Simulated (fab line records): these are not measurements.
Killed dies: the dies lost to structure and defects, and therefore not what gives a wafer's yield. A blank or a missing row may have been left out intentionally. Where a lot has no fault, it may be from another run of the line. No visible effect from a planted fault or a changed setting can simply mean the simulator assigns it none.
A struck lot beside a sound one / flow nand harc / 39 out of 1159 route steps
Sound: the wafers L560.2, L560.3, L560.5. The struck wafers were L571.2, L571.3, L571.4. The cause is named last.
For every step that has rows: the tool of each side, followed by ch and its chambers, followed by its first start. Under that, the readings that differ: sound wafers / struck wafers / difference of the means / sigmas: that difference in standard deviations of wafers without a fault.
alike: words and numbers the same on both sides, and readings whose means are apart by under 2 such deviations; not compared: readings that were withheld, readings missing a value for some wafer, numbers with overlapping values and no deviation given by the record, and bounds like >300 which may hide the same value.
A row with sigmas, a row that says differs or no value, or rows on one side alone: a step with any of these is where the two part. Numbers that have no deviation but don't overlap get no sigmas and don't part them. A reading missing from all wafers of one side parts the sides only when that side holds two or more wafers.

first, 3 steps without rows for these wafers: NHARC_A_BONDPAD_EXPOSE_06 (exposes mask A BPAD); NHARC_A_BONDPAD_PEB_07 (peb time 80 s); NHARC_A_BONDPAD_DEVELOP_08 (time 50 s).
NHARC_A_BONDPAD_CD_MEAS_09 targets a cd of 500 nm.
  sound on cd sem-01 ch 0, day 18 01:44; struck on cd sem-03 ch 0, day 20 17:11
  alike: cd nm
NHARC_A_BONDPAD_OVL_MEAS_35:
  sound on overlay-01 at day 18 01:50; struck on overlay-02 at day 20 17:16
  alike: overlay x nm, overlay y nm
then, 2 steps without rows for these wafers: NHARC_A_BONDPAD_HARDBAKE_10 (time 65 s); NHARC_A_BONDPAD_DESCUM_11 (chemistry O2, time 3 s).
NHARC_A_BONDPAD_ETCH_34: etches the open film in N2/H2, target depth 60 nm, overetch 18 nm, time 65.91 s.
  sound on rie diel-12 ch 1,2,3, day 18 02:03; struck on rie diel-09 ch 1,2,3, day 20 17:29
  alike: drypump motor current A, mfc ar sccm, oes product au, rf vpp V, showerhead plenum p Torr, throttle valve pct
  not compared: rf hours counter h
NHARC_A_BONDPAD_ETCH_12: etches the open film in CHF3/O2, target depth 220 nm, time 110 s.
  sound: rie diel-12 ch 0,2,3; struck: rie diel-09 ch 0,1,2
reading=oes product au (a.u.); sound=0.974 0.968 0.960; struck=0.919 0.917 0.917; difference=-0.050; sigmas=-2
  alike: drypump motor current A, mfc ar sccm, rf vpp V, showerhead plenum p Torr, throttle valve pct
  not compared: rf hours counter h
NHARC_A_BONDPAD_CD_MEAS_13:
  sound on cd sem-03 at day 18 02:16; struck on cd sem-02 at day 20 17:43
  alike: cd nm
then, 2 steps without rows for these wafers: NHARC_A_BONDPAD_STRIP_15 (strips in O2); NHARC_A_BONDPAD_ETCH_24 (etches the open film in CF4/N2, target depth 30 nm, time 72.99 s).
NHARC_A_BONDPAD_STRIP_16: strips in post etch residue remover, time 600 s.
  sound on wet bench-10 ch 2,5,7, day 18 02:37; struck on wet bench-10 ch 0,6,7, day 20 18:05
then, 3 steps without rows for these wafers: NHARC_A_BONDPAD_DEGAS_25 (time 60 s); NHARC_A_BONDPAD_PRE_CLEAN_26 (time 30 s); NHARC_A_BONDPAD_PVD_17 (deposits TaN, target thk 5 nm, time 8.06 s).
NHARC_A_BONDPAD_PVD_27: deposits Cu, target thk 30 nm, time 20.49 s.
  sound on pvd sputter-02; struck on pvd sputter-01
  alike: throttle valve pct
then, 1 step without rows for these wafers: NHARC_A_BONDPAD_ECD_18 (material Cu, target thk 400 nm).
NHARC_A_BONDPAD_ANNEAL_28: time 90 s.
  sound on rtp anneal-01 ch 0, day 18 03:49; struck on rtp anneal-01 ch 0, day 20 19:40
  alike: wafer_temp_C_max
then, 1 step without rows for these wafers: NHARC_A_BONDPAD_CMP_19 (polishes, t overpolish 30 s, cu recess touch 16 s, target thk 169.8 nm).
NHARC_A_BONDPAD_THK_MEAS_20: measures by xrf.
  sound on film metro-01 at day 18 04:26; struck on film metro-02 at day 20 20:17
  alike: thk nm
then, 1 step without rows for these wafers: NHARC_A_BONDPAD_SRD_21 (time 30 s, dry time 20 s).
NHARC_HYBRID_BOND_ACTIVATE_00: chemistry N2, time 60 s.
  sound on rie diel-02 ch 1,2,3, day 18 04:52; struck on rie diel-13 ch 1,2,3, day 20 20:34
  alike: drypump motor current A, mfc ar sccm, oes product au, rf vpp V, showerhead plenum p Torr
  not compared: rf hours counter h
then, 4 steps without rows for these wafers: NHARC_HYBRID_BOND_PRECLEAN_01 (cleans in DIW, time 300 s); NHARC_HYBRID_BOND_SRD_02 (time 30 s, dry time 20 s); NHARC_HYBRID_BOND_BOND_03; NHARC_HYBRID_BOND_ANNEAL_04 (time 7200 s).
NHARC_HYBRID_BOND_OVL_MEAS_05:
  sound on overlay-01 at day 18 14:29; struck on overlay-02 at day 21 06:56
  alike: overlay x nm, overlay y nm
then, 2 steps without rows for these wafers: NHARC_THIN_TSV_GRIND_00; NHARC_THIN_TSV_CMP_01 (polishes).
NHARC_THIN_TSV_THK_MEAS_02: measures by ir.
  sound on film metro-02 at day 18 16:12; struck on film metro-02 at day 21 08:39
  alike: thk nm
then, 7 steps without rows for these wafers: NHARC_THIN_TSV_SRD_03; NHARC_THIN_TSV_PRECLEAN_41 (cleans in SC1); NHARC_THIN_TSV_SRD_42; NHARC_THIN_TSV_DEP_43 (deposits SiO2, target thk 1328.5 nm); NHARC_THIN_TSV_DEHYDRATE_04 (time 120 s); NHARC_THIN_TSV_HMDS_05 (time 30 s); NHARC_THIN_TSV_COAT_06.
NHARC_END_SORT_01:
  sound on prober-02 ch 0, day 19 09:43; struck on prober-02 ch 0, day 22 01:15
reading=defect limited yield (%); sound=95.4 95.6 96.8; struck=83.2 87.6 82.4; difference=-11.5; sigmas=-8
reading=killed at array; sound=26 26 19; struck=110 84 118; difference=+80; sigmas=+8
reading=killed dies; sound=31 30 22; struck=114 84 119; difference=+78; sigmas=+8
reading=sort_bin_2_pct (%); sound=1.2 1.5 1.2; struck=5.8 4.9 7.1; difference=+4.6; sigmas=+9
reading=sort_bin_3_pct (%); sound=0.15 0 0; struck=6.20 4.14 6.50; difference=+5.56; sigmas=+28
reading=sort n pass; sound=646 647 655; struck=563 593 558; difference=-78; sigmas=-8
reading=sort rim yield pct (%); sound=94 91 93; struck=80 81 79; difference=-13; sigmas=-4
reading=sort yield pct (%); sound=95.4 95.6 96.8; struck=83.2 87.6 82.4; difference=-11.5; sigmas=-8
  alike: killed at other, killed at periphery, killed open, killed short, sort_bin_4_pct

== WHERE THEY PART ==
First at NHARC_A_BONDPAD_ETCH_12; last, within this record, at NHARC_END_SORT_01.

WHY: what the simulator had put in
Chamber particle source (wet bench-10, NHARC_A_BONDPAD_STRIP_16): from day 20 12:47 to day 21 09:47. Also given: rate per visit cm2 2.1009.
